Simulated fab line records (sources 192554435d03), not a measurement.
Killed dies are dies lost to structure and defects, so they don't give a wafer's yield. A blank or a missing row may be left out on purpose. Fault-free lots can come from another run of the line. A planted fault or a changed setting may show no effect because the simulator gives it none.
fab line records + flow n5_finfet
record:
- lots: 3
- wafers: 9
- last_day: 16
route steps=1938 shown BEOL_M4@1099 BEOL_M5@1112 BEOL_M7@1320 BEOL_M15@1830 PASSIVATION@1936
lots that met no fault: taken from a fault-free run of the same line
start_h: hours from the record's opening day to when the first of the lot's shown wafers began + wait_h: hours since the lot's step before + " repeats the value in the row above + L1.1+2: a row that stands for several wafers + - no value, or no start given + * or withheld: withheld + < > ~ a bound
route shown NAME@n: names a module that has steps shown in the file, with the first one's number in the route + usual: mean and standard deviation over wafers with no fault + same: alike in all rows + chamber/n: place in a boat + sites: each site's reading + _std_site: how widely they spread, as a standard deviation + _edge_site: outer sites' mean less inner sites' + radius_mm: how far each site lies from the wafer's centre + mask NAME#n: copy n + behind: tool/chamber where the wafer was last shaped + hold: reason for holding the lot/hours on hold/outcome of the hold + device: names the non-switching transistor (n, p or np) + end of line: the route-end tests of the same wafers + a step given without rows: its recipe and nothing more + killed: dies that structure and defects cost at the first sort, which is not the same as the wafer's yield + map: a wafer's dies, x killed, . not, _ none there
set.NAME: the setting the step ran with; set.NAME@STEP: the setting that earlier step ran with + model.NAME: the simulator's own value behind a step, which no gauge read
lots seen at some steps along the route; tables by step, rows by wafer
services: a tool's chamber out of use, with start hour (start_h, from the record's first day; less than 0 if before it), hours out, and reason
== steps ==
step: N5_BEOL_M4_ANNEAL_95
recipe:
- temp_c: 400
- time_s: 240
- ambient: vacuum
step: N5_BEOL_M4_SPUTTER_96
recipe:
- material: Cu
- target_thk_a: 45
- temp_c: -20
- chamber_pressure_pa: 0.07
- power_w: withheld
- time_s: 8.29
step: N5_BEOL_M4_ECD_50
recipe:
- material: Cu
- target_thk_a: 3000
step: N5_BEOL_M4_ANNEAL_51
recipe:
- temp_c: 225
- time_s: 90
- ambient: N2
step: N5_BEOL_M4_CMP_52
recipe:
- stop_on: SiOC
- t_overpolish_s: 6.8
- down_force_psi: 1
- platen_rpm: 50
- clearing_platen_down_force_psi: 1.5
- clearing_platen_rpm: 50
- post_cmp_clean: cu_alkaline
- target_thk_nm: 40
- clearing_platen_pad_velocity_m_s: 0.99484
- pad_velocity_m_s: 0.99484
step: N5_BEOL_M4_PRE_CLEAN_60
recipe:
- gas: NH3/H2
- time_s: 15
- temp_c: *
- rf_power_w: 300
step: N5_BEOL_M4_CO_CAP_55
recipe:
- material: Co
- target_thk_a: 20
- temp_c: 200
- precursor: CCTBA/H2
- pressure_torr: 30
- time_s: 102.1
step: N5_BEOL_M4_PRE_CLEAN_56
recipe:
- gas: NH3
- time_s: 15
- temp_c: withheld
- rf_power_w: 300
step: N5_BEOL_M4_DEP_57
recipe:
- material: SiCN
- target_thk_a: 80
- temp_c: withheld
- precursor: 3MS/NH3
- pressure_torr: 3
- rf_w: 202
- time_s: 14
step: N5_BEOL_M4_RC_MEAS_101
usual:
- DIBL_N: 36.0/2
- DIBL_P: 35.9/2.5
- IOFF_N: 0.16/0.038
- IOFF_P: 0.21/0.04
- ION_N: 675/14
- ION_P: 462/9.4
- SS_N: 71.5/0.75
- SS_P: 73.2/0.74
- VT_N: 250/3.9
- VT_P: -251/3.2
| lot.wafer | tool      | chamber | start_h | wait_h | DIBL_N[mV/V] | DIBL_P[mV/V] | IOFF_N[nA/um] | IOFF_P[nA/um] | ION_N[uA/um] | ION_P[uA/um] | SS_N[mV/dec] | SS_P[mV/dec] | VT_N[mV] | VT_P[mV] |
|-----------|-----------|---------|---------|--------|--------------|--------------|---------------|---------------|--------------|--------------|--------------|--------------|----------|----------|
| L901.2    | prober-01 | 0       | 163.85  | 0.2    | 35.3         | 33.3         | 0.17          | 0.21          | 670          | 460          | 70.8         | 73.4         | 247      | -247     |
| L901.3    | "         | 0       | "       | "      | 36.4         | 33.8         | 0.18          | 0.21          | 686          | 460          | 72.1         | 73.5         | 247      | -248     |
| L901.5    | "         | 0       | "       | "      | 33.5         | 31.9         | 0.14          | 0.18          | 663          | 461          | 71.0         | 72.3         | 246      | -249     |
| L910.1    | prober-02 | 0       | 229.23  | 0.0    | 35.7         | 35.8         | 0.16          | 0.19          | 665          | 455          | 71.7         | 72.5         | 250      | -251     |
| L910.4    | "         | 0       | "       | "      | 38.8         | 41.0         | 0.23          | 0.27          | 694          | 467          | 72.6         | 74.4         | 244      | -247     |
| L910.5    | "         | 0       | "       | "      | 33.3         | 34.3         | 0.12          | 0.18          | 669          | 461          | 70.8         | 72.6         | 251      | -252     |
| L920.1    | prober-01 | 0       | 276.56  | 0.0    | 35.5         | 36.7         | 0.14          | 0.21          | 681          | 474          | 70.7         | 73.0         | 253      | -249     |
| L920.4    | "         | 0       | "       | "      | 36.1         | 37.4         | 0.15          | 0.21          | 677          | 469          | 71.4         | 73.4         | 250      | -250     |
| L920.6    | "         | 0       | "       | "      | 34.8         | 36.1         | 0.13          | 0.19          | 671          | 464          | 71.2         | 73.0         | 255      | -250     |
step: N5_BEOL_M5_ILD_DEP_00
recipe:
- material: SiCOH_lowk
- target_thk_a: 1406.4
- temp_c: 300
- precursor: DEMS/porogen
- pressure_torr: 5
- rf_w: 500
- time_s: 25.9
step: N5_BEOL_M5_CURE_79
recipe:
- temp_c: 385
- time_s: 240
- ambient: He/Ar
- material: SiCOH_lowk
step: N5_BEOL_M5_PECVD_70
recipe:
- material: SiO2
- target_thk_a: 160
- temp_c: 400
- precursor: TEOS/O2
- pressure_torr: 5.5
- rf_w: 450
- teos_flow_sccm: 53.8
- gas: O2
- flow_sccm: 3000
- time_s: 18
step: N5_BEOL_M5_HM_DEP_02
recipe:
- material: TiN
- target_thk_a: 200
- temp_c: 25
- chamber_pressure_pa: 0.49996
step: N5_BEOL_M5_COAT_59
recipe:
- resist: SOC
- temp_c: 250
- time_s: 60
- spin_rpm: 1500
- resist_thk_nm: 60
step: N5_BEOL_M5_COAT_60
recipe:
- resist: SiARC
- temp_c: 220
- time_s: 60
- spin_rpm: 1500
- resist_thk_nm: 12
step: N5_BEOL_M5_COAT_71
recipe:
- resist: underlayer
- temp_c: 205
- time_s: 60
- spin_rpm: 1500
- resist_thk_nm: 5
step: N5_BEOL_M5_COAT_05
recipe:
- resist: CAR-EUV
- spin_rpm: 1500
- resist_thk_nm: 30
step: N5_BEOL_M5_EBR_07
recipe:
- solvent: PGMEA
- ebr_width_mm: 1.5
step: N5_BEOL_M5_SOFTBAKE_06
recipe:
- temp_c: 110
- time_s: 60
- resist: CAR-EUV
step: N5_BEOL_M5_EXPOSE_08
recipe:
- mask_id: M5
- na: 0.33
- source_shape: annular
- sigma_inner: 0.4
- sigma_outer: 0.8
- polarization: unpolarized
- target_cd_nm: 28
- dose_mj: 35.75
step: N5_BEOL_M5_PEB_09
recipe:
- peb_temp_c: 100
- peb_time_s: 60
- resist: CAR-EUV
step: N5_BEOL_M5_DEVELOP_10
recipe:
- develop_time_s: 30
- developer: TMAH
- resist: CAR-EUV
- rinse_liquid: surfactant_rinse
- dry: air_spin
- dev_temp_c: 23
step: N5_BEOL_M5_DESCUM_16
recipe:
- chemistry: O2
- time_s: 7
- source_power_w: 50
- bias_power_w: 20
- pressure_mtorr: 20
- rf_frequency_hz: 2.712e+07
- temp_c: 40
- resist: CAR-EUV
- o2_flow_sccm: 225
step: N5_BEOL_M5_ETCH_72
recipe:
- chemistry: N2/H2
- target: underlayer
- target_depth_a: 65
- mask_material: CAR-EUV
- time_s: 5.2
- ion_energy_ev: 200
- pressure_mtorr: 30
- source_w: 840
- bias_w: 150
- n2_flow_sccm: 200
- h2_flow_sccm: 200
- ends: cleared
step: N5_BEOL_M5_ETCH_61
recipe:
- chemistry: CF4
- target: SiARC
- target_depth_a: 156
- mask_material: CAR-EUV
- time_s: 26
- ion_energy_ev: 80
- pressure_mtorr: 40
- source_w: 545
- bias_w: 36
- Ar_flow_sccm: 100
- cf4_flow_sccm: 100
- ends: cleared
step: N5_BEOL_M5_ETCH_62
recipe:
- chemistry: N2/H2
- target: SOC
- target_depth_a: 750
- overetch_a: 150
- mask_material: SiARC
- temp_c: 40
- time_s: 112.5
- ion_energy_ev: 200
- pressure_mtorr: 30
- source_w: 840
- bias_w: 150
- n2_flow_sccm: 200
- h2_flow_sccm: 200
step: N5_BEOL_M5_STRIP_63
recipe:
- chemistry: N2/H2
- temp_c: 40
- n2_flow_sccm: 200
- h2_flow_sccm: 200
- rf_frequency_hz: 6e+07
step: N5_BEOL_M5_STRIP_73
recipe:
- chemistry: N2/H2
- temp_c: 40
- n2_flow_sccm: 200
- h2_flow_sccm: 200
- rf_frequency_hz: 6e+07
step: N5_BEOL_M5_STRIP_64
recipe:
- chemistry: CF4
- resist: SiARC
- power_w: 300
- bias_power_w: 75
- pressure_mtorr: 50
- cf4_flow_sccm: 150
- rf_frequency_hz: 6e+07
step: N5_BEOL_M5_HM_OPEN_17
recipe:
- chemistry: Cl2/BCl3
- target_depth_a: 200
- overetch_a: 60
- target: TiN
- mask_material: SOC
- ion_energy_ev: 150
- pressure_mtorr: 10
- icp_w: 1000
- bias_w: 126
- Cl2_flow_sccm: 53.25
- bcl3_flow_sccm: 21.75
- Ar_flow_sccm: 25
step: N5_BEOL_M5_STRIP_19
recipe:
- chemistry: O2
- power_w: 400
- temp_c: 40
- pressure_mtorr: 30
- rf_frequency_hz: 6e+07
- bias_power_w: 0
- overash_fraction: 0.2
- o2_flow_sccm: 225
step: N5_BEOL_M5_COAT_65
recipe:
- resist: SOC
- temp_c: 250
- time_s: 60
- spin_rpm: 1500
- resist_thk_nm: 60
step: N5_BEOL_M5_COAT_66
recipe:
- resist: SiARC
- temp_c: 220
- time_s: 60
- spin_rpm: 1500
- resist_thk_nm: 12
step: N5_BEOL_M7_ALD_77
recipe:
- material: TaN
- target_thk_a: 20
- temp_c: 275
- ald_precursor_family: PDMAT
- ald_co_reactant: NH3
- pressure_torr: 3
- carrier_flow_sccm: 1500
- pulse_time_s: 2
- purge_time_s: 3
- co_reactant_purge_time_s: 2
- co_reactant_pulse_time_s: 3
- ald_cycles: 40
- precursor_vessel_temp_c: 75
- precursor_vessel_pressure_torr: 26.25
- precursor_vessel_carrier_sccm: 1000
usual:
- ald_cycles: 40/0
- heater_power_outer_w: 228/16
- heater_power_w: 421/24
same:
- co_reactant_purge_time_s: 2
| lot.wafer | tool         | chamber | start_h | wait_h | ald_cycles | heater_power_outer_w | heater_power_w | model.TaN_of_BEOL_M7_ALD_77.thk_nm |
|-----------|--------------|---------|---------|--------|------------|----------------------|----------------|------------------------------------|
| L901.2    | ald_metal-03 | 0       | 188.99  | 0.3    | 40         | 233                  | 409            | 2                                  |
| L901.3    | "            | 3       | "       | "      | 40         | 246                  | 457            | 2                                  |
| L901.5    | "            | 2       | "       | "      | 40         | 221                  | 442            | 2                                  |
| L910.1    | ald_metal-03 | 0       | 256.49  | 0.0    | 40         | 228                  | 416            | 2                                  |
| L910.4    | "            | 3       | "       | "      | 23         | 244                  | 448            | 1.2                                |
| L910.5    | "            | 2       | "       | "      | 40         | 225                  | 418            | 2                                  |
| L920.1    | ald_metal-04 | 3       | 302.17  | 0.0    | 40         | 250                  | 441            | 2                                  |
| L920.4    | "            | 0       | "       | "      | 40         | 235                  | 417            | 2                                  |
| L920.6    | "            | 2       | "       | "      | 40         | 191                  | 364            | 2                                  |
step: N5_BEOL_M15_RC_MEAS_101
usual:
- COMB_M10: 1.6e-11/3e-12
- COMB_M11: 1.6e-11/3.2e-12
- COMB_M12: 7.3e-12/1.3e-12
- COMB_M13: 5.8e-12/1.1e-12
- COMB_M14: 4.7e-12/8.9e-13
- COMB_M14_max_site: 6.2e-12/1.2e-12
- COMB_M15: 3.5e-12/6.2e-13
- COMB_M15_max_site: 4.8e-12/1.1e-12
- COMB_M5: 3.8e-11/7.7e-12
- COMB_M6: 2.6e-11/4.8e-12
- COMB_M7: 2.7e-11/5e-12
- COMB_M7_max_site: 3.8e-11/8.2e-12
- COMB_M8: 2.7e-11/5.6e-12
- COMB_M9: 1.6e-11/2.6e-12
- COMB_M9_max_site: 2.3e-11/4.1e-12
- SERP_M10: 3.05/0.12
- SERP_M11: 3.04/0.11
- SERP_M12: 0.637/0.023
- SERP_M13: 0.306/0.01
- SERP_M14: 0.161/0.0057
- SERP_M5: 38.7/2.1
- SERP_M6: 13.7/0.79
- SERP_M7: 13.9/0.65
- SERP_M8: 13.9/0.85
- SERP_M9: 3.08/0.11
| lot.wafer | tool      | chamber | start_h | wait_h | COMB_M10[S/m] | COMB_M11[S/m] | COMB_M12[S/m] | COMB_M13[S/m] | COMB_M14[S/m] | COMB_M14_max_site[S/m] | COMB_M15[S/m] | COMB_M15_max_site[S/m] | COMB_M5[S/m] | COMB_M6[S/m] | COMB_M7[S/m] | COMB_M7_max_site[S/m] | COMB_M8[S/m] | COMB_M9[S/m] | COMB_M9_max_site[S/m] | SERP_M10[ohm/um] | SERP_M11[ohm/um] | SERP_M12[ohm/um] | SERP_M13[ohm/um] | SERP_M14[ohm/um] | SERP_M5[ohm/um] | SERP_M6[ohm/um] | SERP_M7[ohm/um] | SERP_M8[ohm/um] | SERP_M9[ohm/um] |
|-----------|-----------|---------|---------|--------|---------------|---------------|---------------|---------------|---------------|------------------------|---------------|------------------------|--------------|--------------|--------------|-----------------------|--------------|--------------|-----------------------|------------------|------------------|------------------|------------------|------------------|-----------------|-----------------|-----------------|-----------------|-----------------|
| L901.2    | prober-01 | 0       | 241.27  | 0.2    | 1.8e-11       | 1.5e-11       | 1.08e-11      | 4.1e-12       | 4.8e-12       | 5.7e-12                | 3.6e-12       | 4.6e-12                | 3e-11        | 2.9e-11      | 2.9e-11      | 3.4e-11               | 2.4e-11      | 1.87e-11     | 2.1e-11               | 2.95             | 3.00             | 0.644            | 0.294            | 0.155            | 41.2            | 13.7            | 13.9            | 14.4            | 3.36            |
| L901.3    | "         | 0       | "       | "      | 1.9e-11       | 1.5e-11       | 8.7e-12       | 5.4e-12       | 5.1e-12       | 6e-12                  | 4.5e-12       | 5.4e-12                | 2.6e-11      | 3.1e-11      | 2.2e-11      | 2.6e-11               | 2.9e-11      | 1.95e-11     | 2.4e-11               | 2.97             | 2.91             | 0.632            | 0.314            | 0.155            | 36.2            | 12.8            | 15.0            | 13.4            | 3.22            |
| L901.5    | "         | 0       | "       | "      | 1.3e-11       | 1.4e-11       | 8e-12         | 5.4e-12       | 4.8e-12       | 5.8e-12                | 3.6e-12       | 5.7e-12                | 4.2e-11      | 3.4e-11      | 2.5e-11      | 3.3e-11               | 2.1e-11      | 1.4e-11      | 2.3e-11               | 3.11             | 2.99             | 0.652            | 0.316            | 0.157            | 37.8            | 15.0            | 14.4            | 13.7            | 3.27            |
| L910.1    | prober-02 | 0       | 313.71  | 0.0    | 1.3e-11       | 1.5e-11       | 6.3e-12       | 5.4e-12       | 5.3e-12       | 6.8e-12                | 2.7e-12       | 3.6e-12                | 2.7e-11      | 2.7e-11      | 2.2e-11      | 3.2e-11               | 3e-11        | 1.44e-11     | 1.7e-11               | 3.17             | 2.98             | 0.638            | 0.303            | 0.157            | 38.1            | 13.0            | 13.7            | 15.8            | 3.00            |
| L910.4    | "         | 0       | "       | "      | 1.7e-11       | 1.4e-11       | 6e-12         | 4.7e-12       | 4.3e-12       | 5.2e-12                | 2.9e-12       | 3.2e-12                | 3.1e-11      | 2.3e-11      | 1.39e-10     | 1.84e-10              | 2.7e-11      | 2.04e-11     | 2.7e-11               | 3.03             | 2.93             | 0.642            | 0.304            | 0.155            | 44.2            | 13.6            | 12.4            | 15.3            | 2.90            |
| L910.5    | "         | 0       | "       | "      | 1.3e-11       | 1.3e-11       | 6.1e-12       | 6.8e-12       | 3.5e-12       | 4.1e-12                | 2.5e-12       | 3.5e-12                | 3.3e-11      | 2.9e-11      | 1.7e-11      | 2.5e-11               | 2.5e-11      | 1.68e-11     | 2.6e-11               | 2.97             | 2.92             | 0.625            | 0.304            | 0.157            | 43.5            | 13.9            | 13.5            | 15.0            | 2.93            |
| L920.1    | prober-01 | 0       | 366.46  | 0.0    | 1.4e-11       | 1.5e-11       | 9.5e-12       | 4.9e-12       | 5.1e-12       | 8.4e-12                | 3.8e-12       | 4.6e-12                | 3.8e-11      | 2.7e-11      | 3.9e-11      | 5.2e-11               | 3.6e-11      | 1.78e-11     | 2.4e-11               | 3.00             | 3.01             | 0.644            | 0.297            | 0.170            | 38.2            | 13.3            | 13.7            | 12.9            | 3.04            |
| L920.4    | "         | 0       | "       | "      | 1.3e-11       | 1.6e-11       | 6.5e-12       | 6.1e-12       | 4.5e-12       | 5.1e-12                | 3.7e-12       | 4.7e-12                | 2.9e-11      | 3.1e-11      | 2.5e-11      | 3.7e-11               | 4.4e-11      | 1.27e-11     | 2e-11                 | 3.26             | 2.97             | 0.624            | 0.302            | 0.172            | 38.4            | 13.3            | 13.6            | 14.1            | 3.06            |
| L920.6    | "         | 0       | "       | "      | 1.4e-11       | 1.5e-11       | 5.6e-12       | 6.9e-12       | 4.1e-12       | 6.5e-12                | 4.2e-12       | 5.3e-12                | 2.8e-11      | 2.4e-11      | 3.9e-11      | 5.2e-11               | 4.2e-11      | 1.53e-11     | 2e-11                 | 3.13             | 3.00             | 0.648            | 0.301            | 0.172            | 36.0            | 14.9            | 14.3            | 14.5            | 2.97            |
sites COMB_M7 radius_mm=0,75,75,75,75,140,140,140,140
L901.2 2.9e-11 2.6e-11 2.7e-11 3e-11 3e-11 3.4e-11 2.6e-11 3.1e-11 2e-11
L910.1 1.8e-11 1.4e-11 2.9e-11 1.4e-11 2.2e-11 2.6e-11 2.9e-11 1.8e-11 3.2e-11
L920.1 5.2e-11 2.5e-11 2.6e-11 4.3e-11 3.9e-11 4e-11 4.7e-11 2.6e-11 2.5e-11
step: N5_PASSIVATION_PROBE_49
usual:
- defect_limited_yield: 91.3/1.5
- killed_at_M0_to_M3: 33/12
- killed_at_M4_up: 15/5.2
- killed_at_contacts: 12/5.1
- killed_at_front_end: 39/11
- killed_at_other: 5/3.6
- killed_dies: 103/18
- killed_open: 67/13
- killed_short: 33/7.8
- sort_bin_4_leakage: 0/0
- sort_bin_5_function: 5.1/0.96
- sort_bin_6_memory: 3.2/0.71
- sort_n_pass: 1077/18
- sort_yield_pct: 91.3/1.5
same:
- gross_dies: 1180
- killed_at_back_side: 0
- sort_bin_8_speed[%]: 0
| lot.wafer | tool      | chamber | start_h | wait_h | defect_limited_yield[%] | killed_at_M0_to_M3 | killed_at_M4_up | killed_at_contacts | killed_at_front_end | killed_at_other | killed_dies | killed_open | killed_short | sort_bin_4_leakage[%] | sort_bin_5_function[%] | sort_bin_6_memory[%] | sort_n_pass | sort_yield_pct[%] |
|-----------|-----------|---------|---------|--------|-------------------------|--------------------|-----------------|--------------------|---------------------|-----------------|-------------|-------------|--------------|-----------------------|------------------------|----------------------|-------------|-------------------|
| L901.2    | prober-02 | -       | 254.16  | 0.1    | 91.5                    | 46                 | 15              | 4                  | 34                  | 1               | 100         | 74          | 26           | 0                     | 5.5                    | 2.6                  | 1080        | 91.5              |
| L901.3    | prober-02 | -       | 254.21  | 0.1    | 91.4                    | 47                 | 18              | 12                 | 25                  | 0               | 102         | 62          | 39           | 0                     | 5.4                    | 3.1                  | 1078        | 91.4              |
| L901.5    | prober-02 | -       | 254.31  | 0.2    | 90.9                    | 26                 | 32              | 12                 | 35                  | 2               | 107         | 85          | 21           | 0                     | 5.8                    | 3.1                  | 1073        | 90.9              |
| L910.1    | prober-02 | -       | 327.90  | 0.0    | 90.5                    | 54                 | 20              | 8                  | 28                  | 2               | 112         | 74          | 37           | 0                     | 5.3                    | 3.6                  | 1068        | 90.5              |
| L910.4    | prober-02 | -       | 328.05  | 0.2    | 89.5                    | 55                 | 26              | 9                  | 25                  | 9               | 124         | 71          | 42           | 0.85                  | 5.8                    | 3.6                  | 1056        | 89.5              |
| L910.5    | prober-02 | -       | 328.10  | 0.2    | 88.7                    | 62                 | 20              | 11                 | 37                  | 3               | 133         | 72          | 50           | 0                     | 5.3                    | 4.8                  | 1047        | 88.7              |
| L920.1    | prober-02 | -       | 379.33  | 0.0    | 92.8                    | 19                 | 25              | 15                 | 25                  | 1               | 85          | 59          | 25           | 0                     | 4.1                    | 2.8                  | 1095        | 92.8              |
| L920.4    | prober-02 | -       | 379.48  | 0.2    | 90.9                    | 28                 | 15              | 17                 | 45                  | 2               | 107         | 72          | 35           | 0                     | 5.2                    | 3.9                  | 1073        | 90.9              |
| L920.6    | prober-02 | -       | 379.58  | 0.3    | 92.7                    | 34                 | 12              | 14                 | 26                  | 0               | 86          | 60          | 25           | 0                     | 4.9                    | 2.3                  | 1094        | 92.7              |
killed by level:class
L901.2 FIN_SAQP:geometric_particle:open=15 BEOL_M2:geometric_particle:open=12 BEOL_M0_SAQP:geometric_particle:open=9 STARTING-WAFER:geometric_particle:open=6 BEOL_M0_SAQP:geometric_particle:short=5 BEOL_M1:geometric_particle:open=5 BEOL_M3:geometric_particle:open=5 FIN_SAQP:geometric_particle:short=4
L901.3 BEOL_M0_SAQP:geometric_particle:short=19 MOL_CONTACT_COAG:geometric_particle:open=9 BEOL_M0_SAQP:geometric_particle:open=9 STI_FIN_REVEAL:geometric_particle:open=7 BEOL_M4:geometric_particle:open=7 BEOL_M2:geometric_particle:open=5 BEOL_M3:geometric_particle:open=5 FIN_SAQP:geometric_particle:open=4
L901.5 FIN_SAQP:geometric_particle:open=12 BEOL_M4:geometric_particle:open=12 BEOL_M5:geometric_particle:open=12 MOL_CONTACT_COAG:geometric_particle:open=10 BEOL_M3:geometric_particle:open=9 BEOL_M2:geometric_particle:open=8 FIN_SAQP:geometric_particle:short=3 FIN_CUT:geometric_particle:open=3
L910.1 BEOL_M2:geometric_particle:open=15 BEOL_M0_SAQP:geometric_particle:short=13 STARTING-WAFER:geometric_particle:short=9 STI_FIN_REVEAL:geometric_particle:open=7 MOL_CONTACT_COAG:geometric_particle:open=7 BEOL_M0_SAQP:geometric_particle:open=7 BEOL_M3:geometric_particle:open=7 BEOL_M4:geometric_particle:open=7
L910.4 BEOL_M2:geometric_particle:open=15 BEOL_M0_SAQP:geometric_particle:open=14 M7:area_ald=10 MOL_CONTACT_COAG:geometric_particle:open=8 BEOL_M0_SAQP:geometric_particle:short=7 BEOL_M1:geometric_particle:open=7 STARTING-WAFER:geometric_particle:short=5 BEOL_M4:geometric_particle:open=5
L910.5 BEOL_M0_SAQP:geometric_particle:short=18 BEOL_M0_SAQP:geometric_particle:open=15 HKMG_FIN:area_etch=11 MOL_CONTACT_COAG:geometric_particle:open=10 BEOL_M4:geometric_particle:open=8 FIN_SAQP:geometric_particle:open=7 BEOL_M0:geometric_particle:short=6 BEOL_M3:geometric_particle:open=6
L920.1 MOL_CONTACT_COAG:geometric_particle:open=12 BEOL_M4:geometric_particle:open=10 GATE_CUT:geometric_particle:short=8 STI_FIN_REVEAL:geometric_particle:open=6 BEOL_M1:geometric_particle:open=6 BEOL_M2:geometric_particle:open=4 ILD0:geometric_particle:open=3 MOL_CONTACT_COAG:geometric_particle:short=3
L920.4 MOL_CONTACT_COAG:geometric_particle:open=15 BEOL_M1:geometric_particle:open=14 BEOL_M4:geometric_particle:open=9 GATE_CUT:geometric_particle:short=8 FIN_SAQP:geometric_particle:short=6 STI_FIN_REVEAL:geometric_particle:open=6 STARTING-WAFER:geometric_particle:short=6 DUMMY_GATE:geometric_particle:open=5
L920.6 MOL_CONTACT_COAG:geometric_particle:open=13 BEOL_M2:geometric_particle:open=10 BEOL_M1:geometric_particle:open=9 BEOL_M0_SAQP:geometric_particle:open=7 BEOL_M4:geometric_particle:open=6 STARTING-WAFER:geometric_particle:short=6 DUMMY_GATE:geometric_particle:open=4 GATE_CUT:geometric_particle:short=4
map L910.5 (x killed, . not)
_________________.........x..________________
______________.............x.x.._____________
___________.x........x............x__________
__________..............xx.x.......x_________
________.................x............_______
_______..x.............................______
______...x...x.................x...xx..._____
_____.........x..........................____
____x.........................x..........x___
___...........x......x........x.........x.x__
___....................x......x...x........__
__......................x...x..........x...._
__.....x....x................x.......x......_
_..............x.....................x.......
_.x..x..........x.x.......x.............x..xx
_....x.x....x.........xx.........x...x......x
_....x..........................x...x..x...x.
_....................xx.....................x
_...x...................x.x..x.........x.....
_.........................xx..x..x.......x.x.
_...............x..x..x..x...........x...x...
__........x.............x................x.._
__x.......................x..........x..x..._
___....x............x................x..x..__
___...............x..x....x..........x.....__
____............x....xx........x.x......x.___
_____..x.....................x..x..xx..x.____
______..x.xxx.xx........................_____
_______.xx...............x...xx.....x..______
________x.....x.....x...............x._______
__________....x......x.............._________
___________.......x...............x__________
______________......x..x...x.xxx_____________
_________________x...........________________
map L901.5 (x killed, . not)
_________________............________________
______________.......x.........._____________
___________..x......x.x.......x....__________
__________...x.........x............_________
________...........x...x.............._______
_______...........x.x.x......x...x.....______
______...x...................xx....x...._____
_____.......x...................x........____
____........x........xx...................___
___......x...............x.................__
___......x.xx.....x...........x............__
__.............x..x....................x...._
__..............x.........x.x...........x..._
_..x.................x..............xx......x
_...........................x................
_.....x..x.................................x.
_..x...............x....x.x..........xx....x.
_.......x.........x...........x..............
_.x......x............x...x.........x.......x
_x.x.......xx...xx....................x..x...
_.............xx..x...x......................
__......x.......x.......x..................._
__..x................x......................_
___........................................__
___..................x.....................__
____...x.......x............x.........xx..___
_____....x.....x.....xx.x....xx..x.......____
______x...x...................x...x.x..._____
_______.............x.....x......x.....______
________.............................._______
__________.....................x...x_________
___________........................__________
______________x......x......x..._____________
_________________....x.......________________
== services ==
| tool         | chamber | start_h | hours | kind        |
|--------------|---------|---------|-------|-------------|
| ald_metal-03 | -       | 165.29  | 2.8   | pm          |
| ald_metal-03 | -       | 189.49  | 0.4   | repair      |
| ald_metal-03 | 3       | 215.15  | -     | calibration |
| ald_metal-04 | 0       | 251.33  | 5.2   | repair      |
== key ==
first_sign:
- step: N5_BEOL_M7_ALD_77
- reading: ald_cycles
- direction: down
- sigmas: 99+
- usual: *
- struck: *
effect:
- step: N5_BEOL_M15_RC_MEAS_101
- reading: COMB_M7
- direction: up
- sigmas: 22
- usual: 2.7e-11
- struck: 1.39e-10
effect:
- step: N5_PASSIVATION_PROBE_49
- reading: sort_bin_4_leakage
- direction: up
- sigmas: 10
- usual: 0
- struck: 0.85
model_effect:
- step: N5_BEOL_M7_ALD_77
- value: TaN_of_BEOL_M7_ALD_77.thk_nm
- without: 2
- struck: 1.2
met_at N5_BEOL_M7_ALD_77
struck_wafers L910.4
baseline_loss:
- step: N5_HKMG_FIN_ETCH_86
- wafers: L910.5
onset_between 188.99 256.49
fault:
- kind: process_parameter_drift
- tool: ald_metal-03
- chamber: 3
- onset_h: 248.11
- steps: N5_BEOL_M7_ALD_77
- channel: ald_cycles
- offset: *
- shape: step
- end_h: 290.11
- acts_in: *
- stated: *
baseline_loss: these wafers lose ten dies or more at that step, a loss of the line's own and not of a fault; the sort's usual values leave them out
